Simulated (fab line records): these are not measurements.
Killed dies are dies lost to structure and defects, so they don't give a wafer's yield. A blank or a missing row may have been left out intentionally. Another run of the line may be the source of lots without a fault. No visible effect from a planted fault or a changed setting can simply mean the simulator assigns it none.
fab line records	flow n5_finfet
record: lots: 7	wafers: 21
route steps=1938 shown ILD0@343 GATE_CUT@469 MOL_CONTACT_COAG@615 BEOL_M0_CUTY@702 BEOL_M1@789 BEOL_M2@848 BEOL_M3@937
start_h: the number of hours between the record's first day and the start of the first shown wafer of the lot	wait_h: hours elapsed since this lot's preceding step	" repeats the value in the row above	L1.1+2: a single row standing in for several wafers	- no value, or no start was given	* or withheld: withheld	< > ~ a bound
route shown NAME@n: names a module that has steps shown in the file, with the first one's number in the route	usual: the fault-free wafers' mean and standard deviation	same: alike in all rows	chamber/n: place in a boat	sites: each site's reading	_std_site: how widely they spread, as a standard deviation	_edge_site: the outer-site mean with the inner-site mean subtracted	radius_mm: how far each site lies from the wafer's centre	mask NAME#n: copy n	behind: tool/chamber where the wafer was last shaped	hold: why the lot went on hold/how many hours it stayed there/how the hold came to an end	device: whichever transistor did not switch (one of n, p or np)	end of line: at the end of the route, the tests of the same wafers	a step with no rows: only its recipe	killed: at the first sort, the dies lost to defects and structure; wafer yield is something else	map: the dies of a wafer, with x for killed, . for not killed, _ for no die there
set.NAME: the run value of the setting; set.NAME@STEP: its run value at that earlier step	model.NAME: the simulator's own value behind a step, which no gauge read
lots with deliberately changed settings; one table per step, one row per wafer
== steps ==
step: N5_ILD0_ALD_15
recipe: material: SiNx	target_thk_a: 240	temp_c: 400	ald_precursor_family: SiH2I2	ald_co_reactant: N2/H2-plasma	pulse_time_s: 1	ald_cycles: 480	purge_time_s: 2	co_reactant_purge_time_s: 2	pressure_torr: 2
lot.wafer	tool	chamber	start_h	wait_h	set.ald_cycles	model.SiNx_of_ILD0_ALD_15.thk_nm
L074.1	ald_sin-04	2	60.65	0.6	413	20.6
L074.2+5	"	0,1	"	"	480	24
L078.1+3	ald_sin-03	1,0	88.03	0.6	480	24
L078.4	"	2	"	"	480	23.8
L079.1+2	ald_sin-02	2,3	94.91	2.5	480	24
L079.6	"	2	95.99	2.5	457	23
L080.4+5	ald_sin-02	3,0	98.65	0.2	452	22.4
L080.6	"	3	99.74	1.1	480	23.8
L084.2+3	ald_sin-04	2,3	122.57	0.5	480	24.2
L084.4	"	1	"	"	480	24
L089.2	ald_sin-02	2	153.53	0.5	520	26
L089.3	"	0	"	"	480	24
L089.4	"	1	"	"	480	24.2
L091.1+2	ald_sin-02	1,0	166.27	0.6	480	24
L091.6	"	3	167.36	1.1	456	22.8
step: N5_GATE_CUT_ETCH_58
recipe: chemistry: CH3F/O2	target: SiNx	target_depth_a: 170	time_s: 128.6	ion_energy_ev: 50	pressure_mtorr: 30	source_w: 415	bias_w: 21	Ar_flow_sccm: 150	CH3F_flow_sccm: 30	O2_flow_sccm: 20
lot.wafer	tool	chamber	start_h	wait_h	set.time_s	model.etch.depth_nm
L074.1	rie_diel-06	0	78.46	0.1	137.2	18.21
L074.2	"	1	"	"	137.2	17.92
L074.5	"	3	"	"	137.2	18.4
L078.1	rie_diel-02	1	106.14	0.0	137.9	18.11
L078.3	"	2	"	"	137.9	18.15
L078.4	"	0	"	"	128.6	16.45
L079.1	rie_diel-02	0	115.57	0.1	128.6	16.46
L079.2	"	2	"	"	128.6	16.85
L079.6	"	3	"	"	128.6	16.93
L080.4	rie_diel-02	0	117.42	0.0	128.6	16.49
L080.5	"	0	"	"	128.6	16.76
L080.6	"	1	"	"	128.6	16.97
L084.2	rie_diel-02	2	139.86	0.0	128.6	16.93
L084.3	"	1	"	"	128.6	16.7
L084.4	"	1	"	"	128.6	16.68
L089.2	rie_diel-04	3	172.49	0.0	140.6	18.31
L089.3	"	0	"	"	128.6	17.24
L089.4	"	1	"	"	140.6	18.43
L091.1	rie_diel-02	2	184.48	0.1	128.6	16.84
L091.2	"	0	"	"	128.6	17.35
L091.6	"	0	"	"	128.6	17.23
step: N5_GATE_CUT_COAT_27
recipe: resist: underlayer	temp_c: 205	time_s: 60	spin_rpm: 1500	resist_thk_nm: 10
lot.wafer	tool	chamber	start_h	wait_h	set.spin_rpm	model.underlayer_of_GATE_CUT_COAT_27.thk_nm
L074.1+2+5	litho_track-03	0	-	-	1500	10
L078.1+3+4	litho_track-02	0	-	-	1500	10
L079.1+2	litho_track-03	0	-	-	1500	10
L079.6	"	0	"	"	1604	9.8
L080.4	litho_track-02	0	-	-	1500	10
L080.5+6	"	0	"	"	1353	10.4
L084.2+3+4	litho_track-03	0	-	-	1500	10
L089.2+3+4	litho_track-02	0	-	-	1500	10
L091.1+6	litho_track-02	0	-	-	1500	10
L091.2	"	0	"	"	1355	10.6
step: N5_GATE_CUT_COAT_07
recipe: resist: CAR-EUV	spin_rpm: 1500	resist_thk_nm: 30
lot.wafer	tool	chamber	start_h	wait_h	set.spin_rpm	model.CAR-EUV_of_GATE_CUT_COAT_07.thk_nm
L074.1+2+5	litho_track-03	0	-	-	1500	30.2
L078.1	litho_track-02	0	-	-	1453	30.4
L078.3	"	0	"	"	1500	30
L078.4	"	0	"	"	1500	29.8
L079.1+6	litho_track-03	0	-	-	1660	28.6
L079.2	"	0	"	"	1500	30
L080.4	litho_track-02	0	-	-	1500	29.8
L080.5+6	"	0	"	"	1500	30
L084.2+3+4	litho_track-03	0	-	-	1500	30
L089.2	litho_track-02	0	-	-	1601	29
L089.3	"	0	"	"	1500	29.8
L089.4	"	0	"	"	1500	30
L091.1+6	litho_track-02	0	-	-	1500	30
L091.2	"	0	"	"	1500	30.2
step: N5_GATE_CUT_EBR_09
recipe: solvent: PGMEA	ebr_width_mm: 1.5
step: N5_GATE_CUT_SOFTBAKE_08
recipe: temp_c: 110	time_s: 60	resist: CAR-EUV
step: N5_GATE_CUT_EXPOSE_10
recipe: mask_id: GATE_CUT	na: 0.33	source_shape: annular	sigma_inner: 0.35	sigma_outer: 0.8	polarization: unpolarized	target_cd_nm: 20	dose_mj: 43.25
step: N5_GATE_CUT_PEB_11
recipe: peb_temp_c: 100	peb_time_s: 60	resist: CAR-EUV
step: N5_GATE_CUT_DEVELOP_12
recipe: develop_time_s: 30	developer: TMAH	resist: CAR-EUV	rinse_liquid: surfactant_rinse	dry: air_spin	dev_temp_c: 23
lot.wafer	tool	chamber	start_h	wait_h	set.spin_rpm@GATE_CUT_COAT_07	model.CAR-EUV_of_GATE_CUT_COAT_07.thk_nm
L074.1+2+5	litho_track-02	0	-	-	1500	29.8
L078.1	litho_track-04	0	-	-	1453	30
L078.3+4	"	0	"	"	1500	29.4
L079.1	litho_track-03	0	-	-	1660	28.2
L079.2	"	0	"	"	1500	29.6
L079.6	"	0	"	"	1660	28
L080.4+5+6	litho_track-02	0	-	-	1500	29.4
L084.2+3+4	litho_track-04	0	-	-	1500	29.6
L089.2	litho_track-04	0	-	-	1601	28.4
L089.3	"	0	"	"	1500	29.4
L089.4	"	0	"	"	1500	29.6
L091.1+2+6	litho_track-04	0	-	-	1500	29.6
step: N5_GATE_CUT_DESCUM_18
recipe: chemistry: O2	time_s: 7	source_power_w: 50	bias_power_w: 20	pressure_mtorr: 20	rf_frequency_hz: 2.712e+07	temp_c: 40	resist: CAR-EUV	o2_flow_sccm: 225
step: N5_GATE_CUT_ETCH_28
recipe: chemistry: N2/H2	target: underlayer	target_depth_a: 130	mask_material: CAR-EUV	time_s: 10.4	ion_energy_ev: 200	pressure_mtorr: 30	source_w: 840	bias_w: 150	n2_flow_sccm: 200	h2_flow_sccm: 200	ends: cleared
lot.wafer	tool	chamber	start_h	wait_h	set.spin_rpm@GATE_CUT_COAT_27	set.spin_rpm@GATE_CUT_COAT_07	model.CAR-EUV_of_GATE_CUT_COAT_07.thk_nm	model.etch.depth_nm
L074.1	rie_diel-02	2	82.16	0.0	1500	1500	14.8	10.04
L074.2	"	3	"	"	1500	1500	14.8	10.02
L074.5	"	0	"	"	1500	1500	14.8	10.01
L078.1	rie_diel-02	0	109.56	0.0	1500	1453	15	10
L078.3	"	3	"	"	1500	1500	14.6	10.01
L078.4	"	2	"	"	1500	1500	14.6	10
L079.1	rie_diel-02	1	119.35	0.0	1500	1660	13.2	10.05
L079.2	"	3	"	"	1500	1500	14.8	10.03
L079.6	"	1	"	"	1604	1660	13.6	9.743
L080.4	rie_diel-06	0	120.83	0.0	1500	1500	14.4	9.963
L080.5	"	1	"	"	1353	1500	13.8	10.5
L080.6	"	2	"	"	1353	1500	14	10.48
L084.2	rie_diel-06	1	143.41	0.0	1500	1500	14.6	9.979
L084.3	"	0	"	"	1500	1500	14.6	9.977
L084.4	"	2	"	"	1500	1500	14.6	10.01
L089.2	rie_diel-02	1	175.94	0.0	1500	1601	13.6	9.916
L089.3	"	3	"	"	1500	1500	14.6	9.971
L089.4	"	0	"	"	1500	1500	14.8	9.96
L091.1	rie_diel-06	0	188.51	0.0	1500	1500	14.6	9.965
L091.2	"	1	"	"	1355	1500	14	10.51
L091.6	"	3	"	"	1500	1500	14.8	9.973
step: N5_MOL_CONTACT_COAG_VIA_ETCH_117
recipe: chemistry: C4F6/O2	target_depth_a: 400	overetch_a: 80	mask_material: SOC	target: SiO2	bias_w: 455	pressure_mtorr: 10	time_s: 26	source_w: 325	Ar_flow_sccm: 300	C4F6_flow_sccm: 10	O2_flow_sccm: 10	ion_energy_ev: 575.3	ends: end_point
usual: rf_vpp_V: 1593/35
lot.wafer	tool	chamber	start_h	wait_h	set.bias_w	rf_vpp_V
L074.1	rie_diel-05	3	100.28	0.0	455	1604
L074.2	"	0	"	"	380	1411
L074.5	"	0	"	"	455	1614
L078.1	rie_diel-03	2	128.53	0.0	455	1588
L078.3	"	1	"	"	455	1612
L078.4	"	0	"	"	455	1615
L079.1	rie_diel-03	1	134.70	0.0	455	1611
L079.2	"	0	"	"	501.6	1736
L079.6	"	3	"	"	501.6	1647
L080.4	rie_diel-05	2	137.73	0.0	455	1647
L080.5	"	1	"	"	455	1646
L080.6	"	2	"	"	455	1646
L084.2	rie_diel-03	1	164.98	0.0	455	1611
L084.3	"	0	"	"	455	1615
L084.4	"	2	"	"	455	1586
L089.2	rie_diel-03	0	192.72	0.0	516.9	1775
L089.3	"	1	"	"	516.9	1771
L089.4	"	3	"	"	455	1532
L091.1	rie_diel-03	3	204.06	0.0	535.4	1728
L091.2	"	1	"	"	535.4	1816
L091.6	"	2	"	"	455	1585
step: N5_BEOL_M0_CUTY_COAT_51
recipe: resist: CAR-ArF-block	spin_rpm: 1500	resist_thk_nm: 150
lot.wafer	tool	chamber	start_h	wait_h	set.spin_rpm	model.CAR-ArF-block_of_BEOL_M0_CUTY_COAT_51.thk_nm
L074.1+2	litho_track-04	0	-	-	1500	150.2
L074.5	"	0	"	"	1500	149.8
L078.1	litho_track-03	0	-	-	1500	149.8
L078.3+4	"	0	"	"	1500	150
L079.1	litho_track-05	0	-	-	1654	142.4
L079.2	"	0	"	"	1500	149.2
L079.6	"	0	"	"	1654	142.2
L080.4	litho_track-05	0	-	-	1500	150.6
L080.5	"	0	"	"	1500	149.8
L080.6	"	0	"	"	1500	150.2
L084.2+4	litho_track-03	0	-	-	1500	150.6
L084.3	"	0	"	"	1500	150.2
L089.2+3+4	litho_track-04	0	-	-	1500	149.8
L091.1	litho_track-05	0	-	-	1500	150
L091.2	"	0	"	"	1393	155.6
L091.6	"	0	"	"	1393	155.8
step: N5_BEOL_M0_CUTY_ETCH_63
recipe: chemistry: N2/H2	target: SOC	target_depth_a: 827	overetch_a: 165	mask_material: SiARC	temp_c: 40	ion_energy_ev: 200	time_s: 124	pressure_mtorr: 30	source_w: 840	bias_w: 150	n2_flow_sccm: 200	h2_flow_sccm: 200
usual: rf_vpp_V: 524.0/2.1
lot.wafer	tool	chamber	start_h	wait_h	set.source_w	rf_vpp_V
L074.1	rie_diel-01	2	116.65	0.0	768.4	537.6
L074.2	"	3	"	"	840	525.0
L074.5	"	1	"	"	840	523.7
L078.1	rie_diel-05	2	141.65	0.0	974.4	500.4
L078.3	"	3	"	"	840	520.8
L078.4	"	0	"	"	840	526.4
L079.1	rie_diel-01	2	147.09	0.0	840	523.3
L079.2	"	1	"	"	840	521.6
L079.6	"	3	"	"	767.7	539.3
L080.4	rie_diel-03	2	149.78	0.0	840	524.9
L080.5	"	2	"	"	840	525.2
L080.6	"	1	"	"	919.6	509.3
L084.2	rie_diel-05	0	177.91	0.0	840	526.8
L084.3	"	2	"	"	840	526.6
L084.4	"	3	"	"	840	520.8
L089.2	rie_diel-01	0	206.09	0.0	702.5	554.2
L089.3	"	1	"	"	840	522.2
L089.4	"	0	"	"	840	523.5
L091.1	rie_diel-01	1	216.45	0.0	983.9	497.0
L091.2	"	3	"	"	983.9	497.0
L091.6	"	0	"	"	840	522.1
step: N5_BEOL_M1_DESCUM_33
recipe: chemistry: O2	time_s: 7	source_power_w: 50	bias_power_w: 20	pressure_mtorr: 20	rf_frequency_hz: 2.712e+07	temp_c: 40	resist: CAR-EUV	o2_flow_sccm: 225
lot.wafer	tool	chamber	start_h	wait_h	set.time_s	model.CAR-EUV_of_BEOL_M1_COAT_22.thk_nm
L074.1+2	rie_diel-02	0,3	127.55	0.0	7	26
L074.5	"	3	"	"	7.498	25.8
L078.1	rie_diel-06	0	147.39	0.0	7	26
L078.3	"	2	"	"	7.738	25.6
L078.4	"	1	"	"	7	25.8
L079.1	rie_diel-06	3	158.82	0.3	7	25.8
L079.2	"	1	"	"	8.152	25.4
L079.6	"	1	"	"	8.152	25.2
L080.4	rie_diel-04	0	165.29	0.0	7	26
L080.5	"	3	"	"	8.503	25.4
L080.6	"	2	"	"	8.503	25.2
L084.2+3	rie_diel-04	3,1	185.52	0.0	7	26.2
L084.4	"	0	"	"	7	26
L089.2	rie_diel-04	0	213.67	0.0	5.524	26.8
L089.3	"	2	"	"	7	26
L089.4	"	3	"	"	5.524	27
L091.1	rie_diel-04	3	227.03	0.0	6.048	26.6
L091.2	"	2	"	"	7	26
L091.6	"	1	"	"	7	26.2
step: N5_BEOL_M1_ETCH_77
recipe: chemistry: N2/H2	target: underlayer	target_depth_a: 65	mask_material: CAR-EUV	time_s: 5.2	ion_energy_ev: 200	pressure_mtorr: 30	source_w: 840	bias_w: 150	n2_flow_sccm: 200	h2_flow_sccm: 200	ends: cleared
lot.wafer	tool	chamber	start_h	wait_h	set.time_s@BEOL_M1_DESCUM_33	model.CAR-EUV_of_BEOL_M1_COAT_22.thk_nm
L074.1+2	rie_diel-02	0,3	127.59	0.0	7	20.4
L074.5	"	3	"	"	7.498	20
L078.1+4	rie_diel-06	0,1	147.43	0.0	7	20.2
L078.3	"	2	"	"	7.738	19.8
L079.1	rie_diel-06	3	158.85	0.0	7	20.2
L079.2+6	"	1	"	"	8.152	19.6
L080.4	rie_diel-04	0	165.33	0.0	7	20.2
L080.5	"	3	"	"	8.503	19.8
L080.6	"	2	"	"	8.503	19.6
L084.2+3+4	rie_diel-04	3,1,0	185.55	0.0	7	20.4
L089.2	rie_diel-04	0	213.70	0.0	5.524	21
L089.3	"	2	"	"	7	20.4
L089.4	"	3	"	"	5.524	21.2
L091.1	rie_diel-04	3	227.06	0.0	6.048	21
L091.2	"	2	"	"	7	20.2
L091.6	"	1	"	"	7	20.4
step: N5_BEOL_M1_ETCH_69
recipe: chemistry: CF4	target: SiARC	target_depth_a: 156	mask_material: CAR-EUV	time_s: 26	ion_energy_ev: 80	pressure_mtorr: 40	source_w: 545	bias_w: 36	Ar_flow_sccm: 100	cf4_flow_sccm: 100	ends: cleared
lot.wafer	tool	chamber	start_h	wait_h	set.time_s@BEOL_M1_DESCUM_33	model.CAR-EUV_of_BEOL_M1_COAT_22.thk_nm
L074.1+2	rie_diel-02	0,3	127.60	0.0	7	11.2
L074.5	"	3	"	"	7.498	10.8
L078.1	rie_diel-06	0	147.44	0.0	7	11.2
L078.3	"	2	"	"	7.738	10.8
L078.4	"	1	"	"	7	11
L079.1	rie_diel-06	3	158.87	0.0	7	11
L079.2+6	"	1	"	"	8.152	10.4
L080.4	rie_diel-04	0	165.34	0.0	7	11.2
L080.5	"	3	"	"	8.503	10.6
L080.6	"	2	"	"	8.503	10.4
L084.2+3+4	rie_diel-04	3,1,0	185.57	0.0	7	11.2
L089.2	rie_diel-04	0	213.72	0.0	5.524	11.8
L089.3	"	2	"	"	7	11.2
L089.4	"	3	"	"	5.524	12
L091.1	rie_diel-04	3	227.08	0.0	6.048	11.8
L091.2	"	2	"	"	7	11
L091.6	"	1	"	"	7	11.2
step: N5_BEOL_M1_DEP_57
recipe: material: SiCN	target_thk_a: 80	temp_c: withheld	precursor: 3MS/NH3	pressure_torr: 3	rf_w: 202	time_s: 14
lot.wafer	tool	chamber	start_h	wait_h	set.time_s	model.SiCN_of_BEOL_M1_DEP_57.thk_nm
L074.1	pecvd-03	1	137.88	0.0	12.07	7
L074.2	"	2	"	"	14	8
L074.5	"	0	"	"	12.07	6.8
L078.1+4	pecvd-03	0	167.20	0.0	14	7.8
L078.3	"	1	"	"	14	8
L079.1	pecvd-04	2	169.06	0.0	14	7.8
L079.2+6	"	0,1	"	"	14	8
L080.4+5	pecvd-04	2,0	171.33	0.0	12.58	7.4
L080.6	"	1	"	"	14	8.2
L084.2+4	pecvd-03	2,1	193.07	0.0	14	8.2
L084.3	"	1	"	"	14	8
L089.2	pecvd-04	1	222.50	0.0	14	7.6
L089.3	"	0	"	"	14	7.8
L089.4	"	0	"	"	14	8
L091.1+6	pecvd-03	2,0	233.99	0.0	13.23	7.6
L091.2	"	1	"	"	14	8
step: N5_BEOL_M2_COAT_05
recipe: resist: CAR-EUV	spin_rpm: 1500	resist_thk_nm: 30
lot.wafer	tool	chamber	start_h	wait_h	set.spin_rpm	model.CAR-EUV_of_BEOL_M2_COAT_05.thk_nm
L074.1+2	litho_track-04	0	-	-	1500	30
L074.5	"	0	"	"	1402	31
L078.1+3+4	litho_track-03	0	-	-	1548	29.6
L079.1	litho_track-02	0	-	-	1612	28.8
L079.2	"	0	"	"	1500	30
L079.6	"	0	"	"	1500	29.8
L080.4	litho_track-02	0	-	-	1644	28.8
L080.5	"	0	"	"	1500	30
L080.6	"	0	"	"	1644	28.6
L084.2+3+4	litho_track-04	0	-	-	1500	30
L089.2+4	litho_track-02	0	-	-	1500	30
L089.3	"	0	"	"	1665	28.6
L091.1	litho_track-04	0	-	-	1500	30
L091.2+6	"	0	"	"	1658	28.6
step: N5_BEOL_M3_COAT_73
recipe: resist: underlayer	temp_c: 205	time_s: 60	spin_rpm: 1500	resist_thk_nm: 5
lot.wafer	tool	chamber	start_h	wait_h	set.spin_rpm
L074.1+2+5	litho_track-03	0	-	-	1500
L078.1	litho_track-03	0	-	-	1500
L078.3+4	"	0	"	"	1377
L079.1+6	litho_track-05	0	-	-	1500
L079.2	"	0	"	"	1544
L080.4	litho_track-05	0	-	-	1650
L080.5+6	"	0	"	"	1500
L084.2+3+4	litho_track-01	0	-	-	1500
L089.2+3+4	litho_track-03	0	-	-	1500
L091.1	litho_track-03	0	-	-	1588
L091.2+6	"	0	"	"	1500
step: N5_BEOL_M3_COAT_05
recipe: resist: CAR-EUV	spin_rpm: 1500	resist_thk_nm: 30
lot.wafer	tool	chamber	start_h	wait_h	set.spin_rpm	model.CAR-EUV_of_BEOL_M3_COAT_05.thk_nm
L074.1+2	litho_track-03	0	-	-	1344	31.8
L074.5	"	0	"	"	1500	30
L078.1	litho_track-03	0	-	-	1500	30
L078.3	"	0	"	"	1642	28.8
L078.4	"	0	"	"	1500	30.2
L079.1	litho_track-05	0	-	-	1500	30
L079.2	"	0	"	"	1500	30.2
L079.6	"	0	"	"	1595	29
L080.4+6	litho_track-05	0	-	-	1654	28.6
L080.5	"	0	"	"	1500	30
L084.2+3+4	litho_track-01	0	-	-	1500	30
L089.2	litho_track-03	0	-	-	1500	29.8
L089.3+4	"	0	"	"	1384	31.2
L091.1+2	litho_track-03	0	-	-	1500	30.2
L091.6	"	0	"	"	1437	31
step: N5_BEOL_M3_EBR_07
recipe: solvent: PGMEA	ebr_width_mm: 1.5
step: N5_BEOL_M3_SOFTBAKE_06
recipe: temp_c: 110	time_s: 60	resist: CAR-EUV
step: N5_BEOL_M3_EXPOSE_08
recipe: mask_id: M3	na: 0.33	source_shape: dipole	sigma_inner: 0.369	sigma_outer: 0.767	polarization: unpolarized	dose_mj: 33
step: N5_BEOL_M3_PEB_09
recipe: peb_temp_c: 100	peb_time_s: 60	resist: CAR-EUV
step: N5_BEOL_M3_DEVELOP_10
recipe: develop_time_s: 30	developer: TMAH	resist: CAR-EUV	rinse_liquid: surfactant_rinse	dry: air_spin	dev_temp_c: 23
lot.wafer	tool	chamber	start_h	wait_h	set.spin_rpm@BEOL_M3_COAT_05	model.CAR-EUV_of_BEOL_M3_COAT_05.thk_nm
L074.1	litho_track-05	0	-	-	1344	31.4
L074.2	"	0	"	"	1344	31.2
L074.5	"	0	"	"	1500	29.6
L078.1	litho_track-05	0	-	-	1500	29.6
L078.3	"	0	"	"	1642	28.4
L078.4	"	0	"	"	1500	29.8
L079.1	litho_track-05	0	-	-	1500	29.4
L079.2	"	0	"	"	1500	29.6
L079.6	"	0	"	"	1595	28.6
L080.4+6	litho_track-01	0	-	-	1654	28.2
L080.5	"	0	"	"	1500	29.4
L084.2+4	litho_track-03	0	-	-	1500	29.4
L084.3	"	0	"	"	1500	29.6
L089.2	litho_track-03	0	-	-	1500	29.4
L089.3+4	"	0	"	"	1384	30.6
L091.1+2	litho_track-03	0	-	-	1500	29.6
L091.6	"	0	"	"	1437	30.4
step: N5_BEOL_M3_DESCUM_16
recipe: chemistry: O2	time_s: 7	source_power_w: 50	bias_power_w: 20	pressure_mtorr: 20	rf_frequency_hz: 2.712e+07	temp_c: 40	resist: CAR-EUV	o2_flow_sccm: 225
step: N5_BEOL_M3_ETCH_74
recipe: chemistry: N2/H2	target: underlayer	target_depth_a: 65	mask_material: CAR-EUV	time_s: 5.2	ion_energy_ev: 200	pressure_mtorr: 30	source_w: 840	bias_w: 150	n2_flow_sccm: 200	h2_flow_sccm: 200	ends: cleared
lot.wafer	tool	chamber	start_h	wait_h	set.spin_rpm@BEOL_M3_COAT_73	model.etch.depth_nm
L074.1+5	rie_diel-02	0,3	149.24	0.0	1500	5.002
L074.2	"	3	"	"	1500	4.993
L078.1	rie_diel-04	2	180.64	0.0	1500	4.991
L078.3	"	3	"	"	1377	5.218
L078.4	"	1	"	"	1377	5.237
L079.1	rie_diel-02	2	185.08	0.0	1500	4.985
L079.2	"	0	"	"	1544	4.925
L079.6	"	0	"	"	1500	4.993
L080.4	rie_diel-06	0	188.97	0.0	1650	4.78
L080.5	"	1	"	"	1500	5.011
L080.6	"	3	"	"	1500	5.007
L084.2	rie_diel-06	0	209.32	0.0	1500	5.006
L084.3	"	2	"	"	1500	5.018
L084.4	"	1	"	"	1500	4.995
L089.2	rie_diel-06	0	236.44	0.0	1500	5.017
L089.3	"	3	"	"	1500	5.02
L089.4	"	1	"	"	1500	5.013
L091.1	rie_diel-04	0	258.76	0.0	1588	4.858
L091.2	"	1	"	"	1500	4.998
L091.6	"	1	"	"	1500	5.009
== key ==
split: step: N5_ILD0_ALD_15	setting: ald_cycles	stated: 480	by: wafer
response: step: N5_ILD0_ALD_15	reading: model.SiNx_of_ILD0_ALD_15.thk_nm	change: +0.238	per: 1%	r: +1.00
split: step: N5_GATE_CUT_ETCH_58	setting: time_s	stated: 128.6	by: wafer
response: step: N5_GATE_CUT_ETCH_58	reading: model.etch.depth_nm	change: +0.162	per: 1%	r: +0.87
split: step: N5_GATE_CUT_COAT_27	setting: spin_rpm	stated: 1500	by: wafer
response: step: N5_GATE_CUT_COAT_27	reading: model.underlayer_of_GATE_CUT_COAT_27.thk_nm	change: -0.0468	per: 1%	r: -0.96
response: step: N5_GATE_CUT_ETCH_28	reading: model.etch.depth_nm	change: -0.0523	per: 1%	r: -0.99
response: step: N5_GATE_CUT_ETCH_28	reading: model.CAR-EUV_of_GATE_CUT_COAT_07.thk_nm	slope: +0.0613	per: 1%	together_with: spin_rpm@GATE_CUT_COAT_07	explained: 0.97
split: step: N5_GATE_CUT_COAT_07	setting: spin_rpm	stated: 1500	by: wafer
response: step: N5_GATE_CUT_COAT_07	reading: model.CAR-EUV_of_GATE_CUT_COAT_07.thk_nm	change: -0.134	per: 1%	r: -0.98
response: step: N5_GATE_CUT_DEVELOP_12	reading: model.CAR-EUV_of_GATE_CUT_COAT_07.thk_nm	change: -0.15	per: 1%	r: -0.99
response: step: N5_GATE_CUT_ETCH_28	reading: model.CAR-EUV_of_GATE_CUT_COAT_07.thk_nm	change: -0.14	per: 1%	r: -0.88
split: step: N5_MOL_CONTACT_COAG_VIA_ETCH_117	setting: bias_w	stated: 455	by: wafer
response: step: N5_MOL_CONTACT_COAG_VIA_ETCH_117	reading: rf_vpp_V	change: +12.2	per: 1%	r: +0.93
split: step: N5_BEOL_M0_CUTY_COAT_51	setting: spin_rpm	stated: 1500	by: wafer
response: step: N5_BEOL_M0_CUTY_COAT_51	reading: model.CAR-ArF-block_of_BEOL_M0_CUTY_COAT_51.thk_nm	change: -0.713	per: 1%	r: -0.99
split: step: N5_BEOL_M0_CUTY_ETCH_63	setting: source_w	stated: 840	by: wafer
response: step: N5_BEOL_M0_CUTY_ETCH_63	reading: rf_vpp_V	change: -1.63	per: 1%	r: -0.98
split: step: N5_BEOL_M1_DESCUM_33	setting: time_s	stated: 7	by: wafer
response: step: N5_BEOL_M1_DESCUM_33	reading: model.CAR-EUV_of_BEOL_M1_COAT_22.thk_nm	change: -0.0352	per: 1%	r: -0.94
response: step: N5_BEOL_M1_ETCH_77	reading: model.CAR-EUV_of_BEOL_M1_COAT_22.thk_nm	change: -0.0341	per: 1%	r: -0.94
response: step: N5_BEOL_M1_ETCH_69	reading: model.CAR-EUV_of_BEOL_M1_COAT_22.thk_nm	change: -0.0362	per: 1%	r: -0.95
split: step: N5_BEOL_M1_DEP_57	setting: time_s	stated: 14	by: wafer
response: step: N5_BEOL_M1_DEP_57	reading: model.SiCN_of_BEOL_M1_DEP_57.thk_nm	change: +0.0788	per: 1%	r: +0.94
split: step: N5_BEOL_M2_COAT_05	setting: spin_rpm	stated: 1500	by: wafer
response: step: N5_BEOL_M2_COAT_05	reading: model.CAR-EUV_of_BEOL_M2_COAT_05.thk_nm	change: -0.136	per: 1%	r: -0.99
split: step: N5_BEOL_M3_COAT_73	setting: spin_rpm	stated: 1500	by: wafer
response: step: N5_BEOL_M3_ETCH_74	reading: model.etch.depth_nm	change: -0.0251	per: 1%	r: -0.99
split: step: N5_BEOL_M3_COAT_05	setting: spin_rpm	stated: 1500	by: wafer
response: step: N5_BEOL_M3_COAT_05	reading: model.CAR-EUV_of_BEOL_M3_COAT_05.thk_nm	change: -0.158	per: 1%	r: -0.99
response: step: N5_BEOL_M3_DEVELOP_10	reading: model.CAR-EUV_of_BEOL_M3_COAT_05.thk_nm	change: -0.144	per: 1%	r: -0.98
